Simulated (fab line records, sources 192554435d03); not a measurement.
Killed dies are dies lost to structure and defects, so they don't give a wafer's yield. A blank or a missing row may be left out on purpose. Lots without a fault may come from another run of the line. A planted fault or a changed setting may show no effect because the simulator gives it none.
Chamber matching | flow n5_finfet | N5_BEOL_M8_STRIP_36 on rie_diel-03: 4 sister chambers
The step strips in N2/H2. 4 wafers are shown with their chamber, then 12 later ones without.

WAFERS WITH THEIR CHAMBER
wafer  | chamber | throttle_valve_pct (%)
L090.1 | 1       | 23.5
L095.1 | 2       | 23.9
L095.2 | 3       | 23.6
L095.3 | 0       | 24.0

WAFERS WITHOUT THEIR CHAMBER
wafer  | throttle_valve_pct (%)
L095.4 | 23.6
L095.5 | 24.0
L095.6 | 23.9
L097.1 | 23.5
L097.2 | 23.9
L097.3 | 23.5
L097.4 | 23.9
L097.5 | 23.5
L097.6 | 23.9
L096.1 | 23.5
L096.2 | 23.7
L096.3 | 23.9

WHICH CHAMBER EACH WENT THROUGH
wafer  | from the rows above | in truth
L095.4 | 3                   | 3
L095.5 | 0                   | 0
L095.6 | 2                   | 2
L097.1 | 1                   | 1
L097.2 | 2                   | 2
L097.3 | 1                   | 1
L097.4 | 2                   | 2
L097.5 | 1                   | 1
L097.6 | 2                   | 2
L096.1 | 1                   | 1
L096.2 | 3                   | 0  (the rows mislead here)
L096.3 | 2                   | 2
Placed correctly: 11 of 12. Can't be placed from these rows: 0. Placed wrongly: 1.
How it was worked out, from the rows above alone: a wafer's distance from a chamber is the root of the sum, over the readings, of the square of ((its reading less the chamber's mean) divided by the reading's scatter). The wafer belongs to the nearest chamber; if the next one is less than 2 further off, it can't be placed. A chamber's mean is the mean of its shown wafers. The scatter: with one shown wafer a chamber, the root of the mean of the squares of how far each hidden wafer lies from its nearest shown one.
